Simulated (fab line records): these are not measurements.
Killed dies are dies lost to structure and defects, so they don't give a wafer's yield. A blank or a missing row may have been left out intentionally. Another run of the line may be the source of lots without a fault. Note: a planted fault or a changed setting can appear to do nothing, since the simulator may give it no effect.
Matching of chambers ; flow nand harc ; pecvd-03 running NHARC_P_M2_DEP_33: 3 sister chambers
The step deposits SiCN, target thk 30 nm. 14 wafers are shown with their chamber, then 7 later ones without.

## WAFERS PAIRED WITH THEIR CHAMBERS
wafer;chamber;heater power w (W)
L081.4;1;572
L081.5;0;482
L081.6;2;471
L082.1;1;566
L082.2;2;507
L082.4;0;507
L083.2;1;554
L083.3;0;515
L083.5;2;486
L086.1;1;585
L086.2;2;454
L086.4;2;466
L087.2;1;537
L087.4;0;446

SIGNATURES (averages over the wafers above)
reading;chamber 0;chamber 1;chamber 2;scatter within a chamber
heater power w;487.50;562.80;476.80;23.1
Rule: a wafer lies at a distance from a chamber equal to the root of the sum of squares, over the readings, of (its reading less the chamber's mean, divided by the reading's scatter). The wafer belongs to the nearest chamber; if the next one is less than 2 further off, it can't be placed. The scatter: take each reading less its chamber's mean, square it, sum over the shown wafers, divide by the number of wafers less the number of chambers, and take the root.

## WAFERS WITH NO CHAMBER GIVEN
wafer;heater power w (W)
L087.5;466
L094.2;512
L094.3;584
L094.4;448
L096.1;487
L096.3;428
L096.5;430

## WHICH CHAMBER EACH WENT THROUGH
wafer;from the rows above;in truth
L087.5;can't be placed: 2 or 0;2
L094.2;can't be placed: 0 or 2 or 1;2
L094.3;1;1
L094.4;can't be placed: 2 or 0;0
L096.1;can't be placed: 0 or 2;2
L096.3;can't be placed: 2 or 0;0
L096.5;can't be placed: 2 or 0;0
Correct placement for 1 of the 7. These rows do not allow placing 6 (true chamber among the candidates in 6). Placed wrongly: 0.
